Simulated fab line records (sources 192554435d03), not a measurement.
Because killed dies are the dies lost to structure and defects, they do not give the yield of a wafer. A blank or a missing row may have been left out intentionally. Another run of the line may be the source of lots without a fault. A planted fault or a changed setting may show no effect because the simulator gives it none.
Matching of chambers -- flow n5_finfet -- 4 sister chambers for N5_DUMMY_GATE_STRIP_40 on rie_diel-01
The step strips in CF4. 4 wafers are shown with their chamber, then 8 later ones without.

== WAFERS WITH THEIR CHAMBER ==
wafer,chamber,throttle_valve_pct (%)
L082.4,3,13.67
L084.3,1,14.12
L084.4,0,13.99
L085.2,2,13.49

== WAFERS WHOSE CHAMBER IS MISSING ==
wafer,throttle_valve_pct (%)
L085.4,13.99
L085.5,14.00
L087.2,13.51
L087.4,14.13
L087.6,14.12
L094.2,13.52
L094.5,13.70
L094.6,13.53

== CHAMBER TAKEN BY EACH ==
wafer,from the rows above,in truth
L085.4,0,0
L085.5,0,0
L087.2,2,2
L087.4,1,1
L087.6,1,1
L094.2,2,2
L094.5,3,3
L094.6,2,2
Placed correctly: 8 of 8. From these rows, 0 cannot be placed. Placed wrongly: 0.
How it was worked out, from the rows above alone: a wafer's distance from a chamber is the root of the sum, over the readings, of the square of ((its reading less the chamber's mean) divided by the reading's scatter). The wafer belongs to the nearest chamber; if the next one is less than 2 further off, it can't be placed. The mean given for a chamber averages the wafers shown for that chamber. The scatter (one wafer shown for each chamber): square how far every hidden wafer sits from the nearest shown wafer, average those squares and take the square root.
